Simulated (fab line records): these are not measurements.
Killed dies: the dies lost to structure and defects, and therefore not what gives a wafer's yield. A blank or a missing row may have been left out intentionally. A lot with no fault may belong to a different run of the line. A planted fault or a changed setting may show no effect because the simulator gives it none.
The tool behind it: which one? + flow n5Finfet + 9 lots, 27 wafers sampled, at 6 steps of a route of 1938

## WHAT THE GAUGES READ, wafer by wafer
N5_ILD0_THK_MEAS_13.
| lot  | measured    | on           | thkNm (nm)     |
|------|-------------|--------------|----------------|
| L496 | day 4 09:13 | filmMetro-02 | 17.0 16.6 15.7 |
| L497 | day 4 11:37 | filmMetro-01 | 18.4 16.8 16.5 |
| L498 | day 4 19:25 | filmMetro-02 | 17.0 16.8 17.2 |
| L506 | day 6 17:43 | filmMetro-02 | 18.1 17.3 17.1 |
| L511 | day 7 23:51 | filmMetro-01 | 16.9 16.5 17.0 |
| L513 | day 8 11:11 | filmMetro-01 | 16.6 18.1 15.9 |
| L514 | day 8 17:19 | filmMetro-02 | 18.9 18.4 18.6 |
| L516 | day 9 04:37 | filmMetro-01 | 18.5 18.7 18.2 |
| L517 | day 9 12:45 | filmMetro-01 | 19.8 18.3 18.5 |

N5_SDB_OVL_MEAS_12.
| lot  | measured    | on         | SDB_OVL (nm)   |
|------|-------------|------------|----------------|
| L496 | day 4 09:46 | overlay-02 | 0.8 0.8 1.4    |
| L497 | day 4 12:10 | overlay-01 | 0.6 1.2 0.1    |
| L498 | day 4 19:59 | overlay-01 | 1.0 -0.7 -1.0  |
| L506 | day 6 18:15 | overlay-01 | 1.3 0.6 0.5    |
| L511 | day 8 00:16 | overlay-01 | 12.5 12.3 12.7 |
| L513 | day 8 11:35 | overlay-02 | 0.6 0.2 -1.0   |
| L514 | day 8 17:53 | overlay-02 | 11.4 11.9 12.6 |
| L516 | day 9 05:10 | overlay-02 | 0.4 0.3 0.4    |
| L517 | day 9 13:12 | overlay-02 | 0.8 1.6 1.1    |

N5_BEOL_M4_RC_MEAS_101.
| lot  | measured     | on        | DIBL_N (mV/V)  | DIBL_P (mV/V)  | IOFF_N (nA/um)    | IOFF_P (nA/um)    | ION_N (uA/um) | ION_P (uA/um) | SS_N (mV/dec)  | SS_P (mV/dec)  | VT_N (mV)         | VT_P (mV)      |
|------|--------------|-----------|----------------|----------------|-------------------|-------------------|---------------|---------------|----------------|----------------|-------------------|----------------|
| L496 | day 8 17:36  | prober-01 | 36.9 34.8 37.4 | 37.8 34.3 37.7 | 0.177 0.138 0.188 | 0.222 0.175 0.220 | 669 678 690   | 460 463 466   | 71.7 70.9 71.8 | 73.2 73.1 74.0 | 248.6 253.1 247.8 | -249 -252 -250 |
| L497 | day 9 01:41  | prober-02 | 34.9 33.5 35.1 | 35.5 33.6 36.0 | 0.155 0.128 0.159 | 0.228 0.191 0.224 | 680 667 687   | 471 466 471   | 71.6 71.3 72.0 | 73.5 72.9 73.1 | 249.3 252.2 249.7 | -249 -252 -247 |
| L498 | day 9 03:20  | prober-01 | 37.1 36.6 36.3 | 37.2 36.7 36.3 | 0.180 0.178 0.169 | 0.253 0.256 0.241 | 687 675 684   | 474 468 475   | 71.6 71.7 71.6 | 73.5 72.6 73.6 | 247.7 247.2 244.9 | -247 -246 -245 |
| L506 | day 11 04:09 | prober-01 | 35.7 37.9 36.0 | 35.4 37.3 35.4 | 0.134 0.174 0.140 | 0.212 0.239 0.210 | 666 681 675   | 469 465 468   | 70.7 72.1 71.0 | 72.5 73.1 72.9 | 251.2 249.5 249.9 | -249 -246 -249 |
| L511 | day 12 06:28 | prober-02 | 35.3 36.1 35.7 | 34.2 35.6 35.5 | 0.112 0.127 0.127 | 0.167 0.185 0.185 | 653 663 666   | 454 462 462   | 71.0 71.2 71.4 | 72.3 73.1 73.3 | 253.4 254.9 253.7 | -255 -252 -252 |
| L513 | day 13 00:58 | prober-02 | 36.2 35.5 36.5 | 36.9 36.7 37.8 | 0.150 0.149 0.161 | 0.209 0.202 0.225 | 667 673 674   | 461 465 464   | 72.2 71.7 72.0 | 73.3 73.1 73.4 | 252.9 250.4 252.8 | -251 -252 -250 |
| L514 | day 13 06:30 | prober-01 | 36.0 35.5 34.7 | 36.0 34.9 33.0 | 0.152 0.131 0.125 | 0.212 0.190 0.175 | 674 667 667   | 466 456 465   | 71.5 71.3 71.0 | 72.5 72.5 72.0 | 253.1 253.4 252.4 | -250 -251 -250 |
| L516 | day 13 13:08 | prober-01 | 35.8 34.8 37.9 | 38.6 37.1 40.1 | 0.164 0.143 0.199 | 0.217 0.193 0.236 | 677 677 686   | 454 461 458   | 71.6 70.9 73.0 | 73.5 73.4 74.4 | 248.1 252.1 248.2 | -249 -250 -249 |
| L517 | day 13 16:08 | prober-02 | 37.0 36.4 36.7 | 36.3 36.3 36.4 | 0.169 0.166 0.173 | 0.218 0.213 0.222 | 677 682 680   | 459 464 464   | 72.2 71.4 72.0 | 72.9 74.0 73.8 | 249.2 247.6 247.2 | -251 -252 -249 |

## WHICH TOOL RAN EACH LOT (tool, then ch and the chambers of the sampled wafers, then the start)
| lot  | N5_ILD0_CMP_07               | N5_SDB_EXPOSE_08                 | N5_SDB_ETCH_18                   |
|------|------------------------------|----------------------------------|----------------------------------|
| L496 | cmp-02 ch 1,2,3, day 4 05:39 | arfiScanner-03 ch 0, day 4 09:37 | rieDiel-02 ch 0,2, day 4 10:17   |
| L497 | cmp-02 ch 0,2,3, day 4 08:13 | arfiScanner-02 ch 0, day 4 12:01 | rieDiel-01 ch 1,2,3, day 4 12:17 |
| L498 | cmp-03 ch 0,3, day 4 14:40   | arfiScanner-03 ch 0, day 4 19:49 | rieDiel-06 ch 1,3, day 4 20:07   |
| L506 | cmp-02 ch 0,2,3, day 6 14:16 | arfiScanner-02 ch 0, day 6 18:07 | rieDiel-01 ch 1,2,3, day 6 18:23 |
| L511 | cmp-03 ch 1,2, day 7 20:20   | arfiScanner-02 ch 0, day 8 00:07 | rieDiel-02 ch 1,2,3, day 8 00:33 |
| L513 | cmp-01 ch 1,2,3, day 8 07:24 | arfiScanner-03 ch 0, day 8 11:26 | rieDiel-01 ch 1,3, day 8 11:43   |
| L514 | cmp-03 ch 0,1,2, day 8 13:47 | arfiScanner-02 ch 0, day 8 17:43 | rieDiel-01 ch 0,1,3, day 8 18:01 |
| L516 | cmp-02 ch 0,1,2, day 9 00:34 | arfiScanner-03 ch 0, day 9 05:01 | rieDiel-02 ch 0,2, day 9 05:17   |
| L517 | cmp-02 ch 2,3, day 9 09:15   | arfiScanner-03 ch 0, day 9 13:02 | rieDiel-01 ch 1,2, day 9 13:20   |
- N5_ILD0_CMP_07: polishes SiO2 flowable, stops on poly-Si, t overpolish 1.18 s, target thk 138.88 nm.
- N5_SDB_EXPOSE_08: exposes mask SDB.
- N5_SDB_ETCH_18: etches SOC in N2/H2, target depth 100 nm, overetch 20 nm, time 150 s.

## AS READ BY THE TOOLS THEMSELVES (means over the sampled wafers that have a number; for cases with no such wafer, the mark the record gives instead)
N5_ILD0_CMP_07.
| lot  | tool   | motorCurrentA (A) |
|------|--------|-------------------|
| L496 | cmp-02 | 12.6              |
| L497 | cmp-02 | 12.5              |
| L498 | cmp-03 | 12.5              |
| L506 | cmp-02 | 12.4              |
| L511 | cmp-03 | 13.9              |
| L513 | cmp-01 | 13.1              |
| L514 | cmp-03 | 13.1              |
| L516 | cmp-02 | 13.2              |
| L517 | cmp-02 | 12.1              |

N5_SDB_EXPOSE_08.
| lot  | tool           | reticleTempC (C) |
|------|----------------|------------------|
| L496 | arfiScanner-03 | 23.22            |
| L497 | arfiScanner-02 | 23.06            |
| L498 | arfiScanner-03 | 23.07            |
| L506 | arfiScanner-02 | 22.98            |
| L511 | arfiScanner-02 | 22.97            |
| L513 | arfiScanner-03 | 23.08            |
| L514 | arfiScanner-02 | 23.08            |
| L516 | arfiScanner-03 | 22.96            |
| L517 | arfiScanner-03 | 23.08            |

N5_SDB_ETCH_18.
| lot  | tool       | drypumpMotorCurrentA (A) | oesProductAu (a.u.) | rfVppV (V) | showerheadPlenumPTorr (Torr) | throttleValvePct (%) |
|------|------------|--------------------------|---------------------|------------|------------------------------|----------------------|
| L496 | rieDiel-02 | 5.7                      | 0.66                | 523.2      | 2.50                         | 17.77                |
| L497 | rieDiel-01 | 5.6                      | 0.73                | 527.4      | 2.67                         | 17.82                |
| L498 | rieDiel-06 | 5.5                      | 0.65                | 523.6      | 2.52                         | 17.99                |
| L506 | rieDiel-01 | 5.6                      | 0.71                | 526.8      | 2.66                         | 17.85                |
| L511 | rieDiel-02 | 6.2                      | 0.67                | 525.2      | 2.58                         | 17.76                |
| L513 | rieDiel-01 | 5.8                      | 0.74                | 527.8      | 2.68                         | 17.67                |
| L514 | rieDiel-01 | 5.8                      | 0.70                | 524.7      | 2.59                         | 17.82                |
| L516 | rieDiel-02 | 5.7                      | 0.81                | 528.3      | 2.69                         | 17.57                |
| L517 | rieDiel-01 | 5.4                      | 0.71                | 527.2      | 2.66                         | 17.80                |

## THE ANSWER, worked out from the rows above alone
Rule: what is usual is taken from the lots themselves. The widest of any qualifying gaps counts: lots, ordered by their means at a reading, are off when they make up no more than a third of the lots, leave a main group of 4 or more, and stand apart from it by 3 or more times the standard deviation of that group's means. A main group is skipped when, at the precision printed for the reading in the tables above, its means are all equal. A lot without any number at a reading at which 4 lots or more have one is off too. Where the step has rows for the other lots, those lots are counted as sound. Order of review: gauges by route order, followed by the tools' own readings, for which a lot's mean as printed above is used. The first step at which some lot is off is used, and at that step the reading that is off furthest; a lot without a number counts as furthest.
Off: at N5_SDB_OVL_MEAS_12 (SDB_OVL), L511, L514. For the main group the mean is 0.5 nm and the standard deviation 0.49.
A tool fits if, at a process step before that reading, it ran every lot that is off, and no sound lot after the first of them. Those tools and the gauges at N5_SDB_OVL_MEAS_12 are tried in the same way. Can't be told from this: 2 tools fit, cmp-03 at N5_ILD0_CMP_07, arfiScanner-02 at N5_SDB_EXPOSE_08.

## WHAT THE SIMULATOR PUT IN
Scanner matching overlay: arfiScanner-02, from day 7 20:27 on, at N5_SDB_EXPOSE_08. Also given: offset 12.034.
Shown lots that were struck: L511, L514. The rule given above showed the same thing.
